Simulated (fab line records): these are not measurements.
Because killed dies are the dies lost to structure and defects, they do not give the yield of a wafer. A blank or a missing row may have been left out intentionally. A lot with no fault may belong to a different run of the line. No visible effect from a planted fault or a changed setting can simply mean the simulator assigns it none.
Chamber matching :: flow nand-harc :: NHARC_A_WL_FILL_STRIP_29 on rie-diel-12: 4 sister chambers
The step strips in O2, time 20 s. 4 wafers are shown with their chamber, then 9 later ones without.

## EACH WAFER AND ITS CHAMBER
wafer: L084.4
chamber: 0
drypump-motor-current-A (A): 5.5

wafer: L087.2
chamber: 3
drypump-motor-current-A (A): 6.1

wafer: L087.4
chamber: 1
drypump-motor-current-A (A): 5.3

wafer: L087.5
chamber: 2
drypump-motor-current-A (A): 5.8

## WAFERS WHOSE CHAMBER IS MISSING
wafer: L086.3
drypump-motor-current-A (A): 5.5

wafer: L086.4
drypump-motor-current-A (A): 5.8

wafer: L086.5
drypump-motor-current-A (A): 5.3

wafer: L091.2
drypump-motor-current-A (A): 6.1

wafer: L091.5
drypump-motor-current-A (A): 5.5

wafer: L091.6
drypump-motor-current-A (A): 6.2

wafer: L095.3
drypump-motor-current-A (A): 6.2

wafer: L095.5
drypump-motor-current-A (A): 5.3

wafer: L095.6
drypump-motor-current-A (A): 5.5

## WHICH CHAMBER EACH WENT THROUGH
wafer: L086.3
from the rows above: 0
in truth: 0

wafer: L086.4
from the rows above: 2
in truth: 2

wafer: L086.5
from the rows above: 1
in truth: 1

wafer: L091.2
from the rows above: 3
in truth: 3

wafer: L091.5
from the rows above: 0
in truth: 0

wafer: L091.6
from the rows above: 3
in truth: 3

wafer: L095.3
from the rows above: 3
in truth: 3

wafer: L095.5
from the rows above: 1
in truth: 1

wafer: L095.6
from the rows above: 0
in truth: 0
Placed correctly: 9 of 9. Not placeable from these rows: 0. 0 placed wrongly.
How it was worked out, from the rows above alone: a wafer's distance from a chamber is the root of the sum, over the readings, of the square of ((its reading less the chamber's mean) divided by the reading's scatter). The wafer belongs to the nearest chamber; if the next one is less than 2 further off, it can't be placed. Each chamber's mean is taken over the wafers shown for it. The scatter (one wafer shown for each chamber): square how far every hidden wafer sits from the nearest shown wafer, average those squares and take the square root.
